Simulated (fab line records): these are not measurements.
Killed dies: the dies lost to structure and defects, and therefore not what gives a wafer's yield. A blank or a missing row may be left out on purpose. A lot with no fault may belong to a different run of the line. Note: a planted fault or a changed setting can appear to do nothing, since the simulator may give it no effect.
Matching of chambers | flow n5_finfet | rie_diel-04 running N5_BEOL_M6_STRIP_19: 4 sister chambers
The step strips in O2. 4 wafers are shown with their chamber, then 9 later ones without.

WAFERS PAIRED WITH THEIR CHAMBERS
wafer  | chamber | drypump_motor_current_A (A)
L087.4 | 3       | 6.4
L089.1 | 2       | 5.6
L089.4 | 0       | 6.7
L089.5 | 1       | 6.3

WAFERS MISSING THEIR CHAMBER
wafer  | drypump_motor_current_A (A)
L090.1 | 6.5
L090.2 | 6.7
L090.5 | 6.7
L094.2 | 6.7
L094.3 | 6.4
L094.5 | 6.3
L095.1 | 6.3
L095.3 | 6.7
L095.4 | 6.5

WHICH CHAMBER EACH WENT THROUGH
wafer  | from the rows above | in truth
L090.1 | 3                   | 3
L090.2 | 0                   | 0
L090.5 | 0                   | 0
L094.2 | 0                   | 0
L094.3 | 3                   | 3
L094.5 | 1                   | 1
L095.1 | 1                   | 1
L095.3 | 0                   | 0
L095.4 | 3                   | 3
Correct placement for 9 of the 9. Not placeable from these rows: 0. Placed wrongly: 0.
How it was worked out, from the rows above alone: a wafer's distance from a chamber is the root of the sum, over the readings, of the square of ((its reading less the chamber's mean) divided by the reading's scatter). The wafer belongs to the nearest chamber; if the next one is less than 2 further off, it can't be placed. Each chamber's mean is taken over the wafers shown for it. The scatter (one wafer shown for each chamber): square how far every hidden wafer sits from the nearest shown wafer, average those squares and take the square root.
